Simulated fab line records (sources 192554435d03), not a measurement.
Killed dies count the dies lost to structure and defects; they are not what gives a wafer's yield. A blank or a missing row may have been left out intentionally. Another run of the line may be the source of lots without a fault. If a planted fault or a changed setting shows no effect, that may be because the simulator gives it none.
A lot that was struck, set against a sound lot / flow n5_finfet / 16 steps out of a route of 1938
Sound: these wafers, L638.2, L638.3, L638.6. Struck: wafers L640.5, L640.6. (L640.2 of the same lot was not struck and is left out.) The cause comes at the end.
Each step with rows lists, per side, the tool, then ch with its chambers, then its first start. Under that, the readings that differ: sound wafers / struck wafers / difference of the means / sigmas: that difference in standard deviations of wafers without a fault.
alike: same words and numbers on both sides, and readings whose means sit less than 2 such deviations apart. not compared: any withheld reading, any reading some wafer has no value for, any bound like >300 that may hide the same value, and any number with overlapping values for which the record gives no deviation.
A row with sigmas, a row that says differs or no value, or rows on one side alone: a step with any of these is where the two part. Numbers that have no deviation but don't overlap get no sigmas and don't part them. A reading missing from all wafers of one side parts the sides only when that side holds two or more wafers.

N5_DUMMY_GATE_ETCH_23: etches poly-Si in HBr/Cl2/O2, target depth 41 nm, time 22.3 s.
  sound on rie_si-06 ch 1,2,3, day 3 12:59; struck on rie_si-03 ch 0,1, day 4 01:39
reading=he_backside_leak_sccm (sccm); sound=3.8 2.5 3.0; struck=2.1 2.4; difference=-0.9; sigmas=-2
  alike: bias_w, drypump_motor_current_A, oes_product_au, throttle_valve_pct
  not compared: rf_hours_counter_h
N5_DUMMY_GATE_ETCH_44: etches poly-Si in HBr/O2, stops on SiO2, target depth 127.5 nm.
  sound on rie_si-06 ch 1,2,3, day 3 13:02; struck on rie_si-03 ch 0,1, day 4 01:43
  alike: bias_w, drypump_motor_current_A, he_backside_leak_sccm, oes_product_au, throttle_valve_pct
  not compared: rf_hours_counter_h
N5_DUMMY_GATE_CD_MEAS_24: target cd 15 nm.
  sound on cd_sem-01, day 3 13:10; struck on cd_sem-02, day 4 01:49
  alike: cd_nm
N5_DUMMY_GATE_ETCH_42: etches SiO2 in CHF3/O2, target depth 3.5 nm, time 31 s.
  sound on rie_diel-06 ch 1,2, day 3 13:12; struck on rie_diel-02 ch 0,3, day 4 01:54
  alike: bias_w, drypump_motor_current_A, oes_product_au, rf_vpp_V, showerhead_plenum_p_Torr, throttle_valve_pct
  not compared: rf_hours_counter_h
then, 6 steps without rows for these wafers: N5_DUMMY_GATE_STRIP_48 (strips in N2/H2, time 20 s); N5_DUMMY_GATE_PRECLEAN_33 (cleans in dHF, time 10 s); N5_DUMMY_GATE_PRECLEAN_25 (cleans in O3/DIW, time 45 s); N5_DUMMY_GATE_PRECLEAN_51 (cleans in SC2, time 45 s); N5_DUMMY_GATE_SRD_26 (time 30 s); N5_DUMMY_GATE_UV_OZONE_45 (time 120 s).
N5_DUMMY_GATE_INSPECT_27: inspects for defects (brightfield).
  sound on defect_inspect-01, day 3 13:26; struck on defect_inspect-02, day 4 02:08
  alike: raw_defect_count
N5_SPACER0_ALD_07: deposits SiNx, target thk 2 nm.
  sound on ald_sin-02 ch 0,2, day 3 13:29; struck on ald_sin-02 ch 2,3, day 4 02:10
reading=chamber_pressure_Torr (Torr); sound=2.000 2.013 2.009; struck=1.999 1.997; difference=-0.009; sigmas=-2
  alike: heater_power_w, susceptor_temp_C
N5_SPACER0_ALD_00: deposits SiOCN, target thk 3.5 nm, pulse time 3 s, purge time 2 s.
  sound on ald_sin-02 ch 0,2, day 3 13:38; struck on ald_sin-02 ch 2,3, day 4 02:19
reading=ald_cycles; sound=58 58 58; struck=55 55; difference=-3; sigmas=
  alike: chamber_pressure_Torr, heater_power_w, precursor_pulse_height_rel, susceptor_temp_C
N5_SPACER0_ALD_08: deposits SiNx, target thk 2 nm.
  sound on ald_sin-02 ch 0,2, day 3 13:53; struck on ald_sin-02 ch 2,3, day 4 02:35
  alike: chamber_pressure_Torr, heater_power_w, susceptor_temp_C
-- the record jumps here: 7 days lie between the struck wafers' starts before and after (it left off in module SPACER0 and takes up again in module BEOL_M4, whose first step shown is number 1111 of the route) --
N5_BEOL_M4_RC_MEAS_101:
  sound on prober-02 ch 0, day 10 08:08; struck on prober-02 ch 0, day 11 04:25
  alike: DIBL_N, DIBL_P, IOFF_N, IOFF_P, ION_N, ION_P, SS_N, SS_P, VT_N, VT_P
-- here the record skips 4 days between the struck wafers' starts before and after, leaving off in module BEOL_M4 and picking up in module PASSIVATION (first step shown: number 1936 of the route) --
N5_PASSIVATION_PROBE_49:
  the record has rows for the struck wafers here (prober-01, day 15 13:31) and none for the sound ones

## WHERE THEY PART
First at N5_DUMMY_GATE_ETCH_23; last, within this record, at N5_PASSIVATION_PROBE_49.

WHY: what the simulator had put in
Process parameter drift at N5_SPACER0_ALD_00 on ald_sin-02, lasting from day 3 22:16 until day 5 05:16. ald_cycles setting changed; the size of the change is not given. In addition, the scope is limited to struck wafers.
